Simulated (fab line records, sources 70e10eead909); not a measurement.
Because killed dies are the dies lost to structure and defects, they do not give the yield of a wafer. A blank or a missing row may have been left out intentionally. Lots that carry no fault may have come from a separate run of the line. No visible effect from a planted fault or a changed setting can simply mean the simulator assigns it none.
Comparing a struck lot with a sound one | flow nand-harc | 15 steps out of a route of 1302
Sound: wafers L491.2, L491.4, L491.5. Struck: wafer L495.4. (L495.1, L495.5 of the same lot were not struck and are left out.) The cause comes at the end.
Each step with rows lists, per side, the tool, then ch with its chambers, then its first start. Under that, the readings that differ: sound wafers | struck wafers | difference of the means | sigmas: that difference in standard deviations of wafers without a fault.
alike: same words and numbers on both sides, and readings whose means sit less than 2 such deviations apart. not compared: any withheld reading, any reading some wafer has no value for, any bound like >300 that may hide the same value, and any number with overlapping values for which the record gives no deviation.
Wherever a step has rows on one side only, a row that says differs or no value, or a row with sigmas, the two part there. Numbers that don't overlap but have no deviation are shown without sigmas and don't part them. Lack of a reading on every wafer of one side parts them only where that side has two or more wafers.

NHARC_A_DECK1_JOINT_ETCHBACK_07: etches the open film in HBr, target depth 105 nm, time 26.9 s.
  sound on rie-si-05 ch 0,1,2, day 11 00:36; struck on rie-si-03 ch 1, day 12 08:17
  reading                | sound                | struck | difference | sigmas
  throttle-valve-pct (%) | 23.271 23.288 23.277 | 23.259 | -0.020     | -2
  alike: drypump-motor-current-A, hbr-flow-sccm, oes-product-au, run-length-s
  not compared: rf-hours-counter-h
then, 8 steps without rows for these wafers: NHARC_A_DECK1_JOINT_ETCH_25 (etches SiO2 in dHF, target depth 0.5 nm); NHARC_A_DECK1_JOINT_ETCH_19 (etches poly-Si in TMAH, target depth 3 nm); NHARC_A_DECK1_JOINT_ETCH_18 (etches SiO2 in dHF, target depth 3 nm); NHARC_A_DECK1_JOINT_WET_08 (chemistry H3PO4, time 86 s); NHARC_A_DECK1_JOINT_ETCH_09 (etches SiO2 in dHF, target depth 5 nm); NHARC_A_DECK1_JOINT_WET_10 (chemistry H3PO4, time 86 s); NHARC_A_DECK1_JOINT_ETCH_11 (etches SiO2 in dHF, target depth 35 nm); NHARC_A_DECK1_JOINT_CVD_12 (deposits poly-Si, target thk 90 nm, time 1800 s).
NHARC_A_DECK1_JOINT_CMP_13: polishes, target thk 51.023 nm.
  sound on cmp-02 ch 0,1,3, day 11 10:45; struck on cmp-02 ch 3, day 13 01:40
  alike: motor-current-A, time-to-endpoint-s
NHARC_A_DECK1_JOINT_THK_MEAS_14: measures by ellipsometry.
  sound: film-metro-02 at day 11 11:01; struck: film-metro-01 at day 13 01:55
  alike: thk-nm
after that, 1 step had no rows for these wafers: NHARC_A_DECK1_JOINT_SRD_04.
NHARC_A_DECK1_JOINT_ETCHBACK_00: etches the open film in HBr, target depth 30 nm, time 17.4 s.
  sound on rie-si-03 ch 0,1,3, day 11 11:08; struck on rie-si-03 ch 3, day 13 02:03
  reading          | sound          | struck | difference | sigmas
  run-length-s (s) | 39.7 38.7 38.2 | 33.6   | -5.3       | -12
  alike: drypump-motor-current-A, hbr-flow-sccm, oes-product-au, throttle-valve-pct
  not compared: rf-hours-counter-h
then, 1 step without rows for these wafers: NHARC_A_DECK1_JOINT_PRECLEAN_30 (cleans in SC1).
-- jump in the record: it breaks off in module A_DECK1_JOINT and resumes in module END (first step shown: number 1302 of the route), and 14 days separate the struck wafers' starts before and after --
NHARC_END_SORT_01:
  here the record holds rows for the struck wafers (prober-01 ch 0, day 26 18:24) but none for the sound ones

WHERE THEY PART
At NHARC_A_DECK1_JOINT_ETCHBACK_07 first; at NHARC_END_SORT_01 last (within this record only).

WHY: what the simulator had put in
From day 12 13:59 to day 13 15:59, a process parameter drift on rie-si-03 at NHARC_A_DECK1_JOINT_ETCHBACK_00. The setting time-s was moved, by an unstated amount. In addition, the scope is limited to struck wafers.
